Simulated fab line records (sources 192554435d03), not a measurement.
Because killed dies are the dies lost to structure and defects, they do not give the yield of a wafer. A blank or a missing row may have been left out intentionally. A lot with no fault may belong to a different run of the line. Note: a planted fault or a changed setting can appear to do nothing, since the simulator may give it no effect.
Problem report, 8D (eight disciplines) form, completed by code	flow n5 finfet	the parts of the form that need people (team, actions taken, sign-off) are left out

1. THE PROBLEM
Wafers without a fault read 384 with a standard deviation of 83, while raw defect count at N5_BEOL_M6_INSPECT_30 averages 1439 across 2 wafers of 1 lot. Measured from the usual mean, that is +13 standard deviations.
The step: inspects for defects (brightfield).
First seen on wafer L383.1, day 13 08:12, on defect inspect-01. At this step, 27 wafers from 9 lots have a number in the record. Rule for "out", or "out of limits": more than 4 standard deviations from the usual mean. All remaining wafers that have a number are taken as sound.

2. WHAT IT IS; WHAT IT IS NOT
question	is	is not
which readings at this step	raw defect count	-
which lots	L383	L363, L365, L366, L368, L370, L375, L381, L386
which wafers of those lots	L383.1, L383.6	L383.5
read on which gauges	defect inspect-01	defect inspect-02
when	from day 13 08:12	up to then (22 sound wafers); but 3 sound wafers of L386 came after

3. WHAT RULES OUT EACH SUSPECT
Counting: any tool at a process step up to the reading remains a suspect provided it ran every lot that is out. Sound lots after the first of them don't rule it out here, since some wafers of a struck lot are sound.
- the gauge at N5_BEOL_M6_INSPECT_30: ruled out. All the wafers that are out were read on defect inspect-01, but those of them that N5_PASSIVATION_PROBE_49 has rows for are out there too, on other tools.
- rie diel-04 at N5_BEOL_M6_DESCUM_16 (chemistry O2, time 7.9 s): kept. It processed L383, the lot that is out, at day 13 05:56, and its most recent sound lot before then was L370 at day 10 09:47.
- rie diel-04 at N5_BEOL_M6_ETCH_62 (etches SOC in N2/H2, target depth 110 nm, overetch 22 nm, time 165 s): kept. It processed L383, the lot that is out, at day 13 06:01, and its most recent sound lot before then was L370 at day 10 09:52.
- The sound lot-mates ran in chamber 1 of rie diel-04 at N5_BEOL_M6_DESCUM_16, but the wafers that are out ran in chamber 2.
- The sound lot-mates ran in chamber 1 of rie diel-04 at N5_BEOL_M6_ETCH_62, but the wafers that are out ran in chamber 2.
After counting, rie diel-04 at N5_BEOL_M6_DESCUM_16 and rie diel-04 at N5_BEOL_M6_ETCH_62 remain.

4. THE CAUSE (what the simulator had put in)
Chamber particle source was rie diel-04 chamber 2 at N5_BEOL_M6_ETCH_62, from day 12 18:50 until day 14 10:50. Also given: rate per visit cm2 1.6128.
This tool is one of the 2 suspects left after counting.

5. THE CHAIN OF EFFECTS, in route order
Rows list readings where the struck wafers' mean (over those with a number) sits beyond 3 standard deviations from the usual. Only readings for which the record gives a usual standard deviation are gone through. hours: the time from each lot's start at the first step in this table that gives one to its start at this step, as a median over the lots. sigmas: the change in usual standard deviations.
hours	step	reading	usual	on struck wafers	change	sigmas
0	N5_BEOL_M6_INSPECT_30	raw defect count	384	1439	+1055	+13
79	N5_PASSIVATION_PROBE_49	defect limited yield	91.3 %	83.9	-7.4	-4.9
79	N5_PASSIVATION_PROBE_49	killed_at_M4_up	13	107	+94	+18
79	N5_PASSIVATION_PROBE_49	killed dies	102	190	+88	+4.9
79	N5_PASSIVATION_PROBE_49	killed on rim	13	29	+16	+4.0
79	N5_PASSIVATION_PROBE_49	sort_bin_5_function	5.1 %	9.4	+4.3	+4.4
79	N5_PASSIVATION_PROBE_49	sort n pass	1078	990	-88	-4.9
79	N5_PASSIVATION_PROBE_49	sort yield pct	91.3 %	83.9	-7.4	-4.9
The process steps in it:
- N5_PASSIVATION_PROBE_49

6. HOW IT WOULD HAVE BEEN CAUGHT EARLIER
13 hours passed between the start of the fault at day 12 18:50 and the first reading out of limits at a measuring or inspecting step in this record, taken at day 13 08:12.
An alarm limit of 4 standard deviations would not have fired on the tool readings at N5_BEOL_M6_ETCH_62 for which the record gives a usual standard deviation, since none of them was out on any struck wafer.
Lots out: 1; all had begun N5_BEOL_M6_ETCH_62 on rie diel-04 by day 13 08:12. Holding the tool at that point would not have protected any of them.
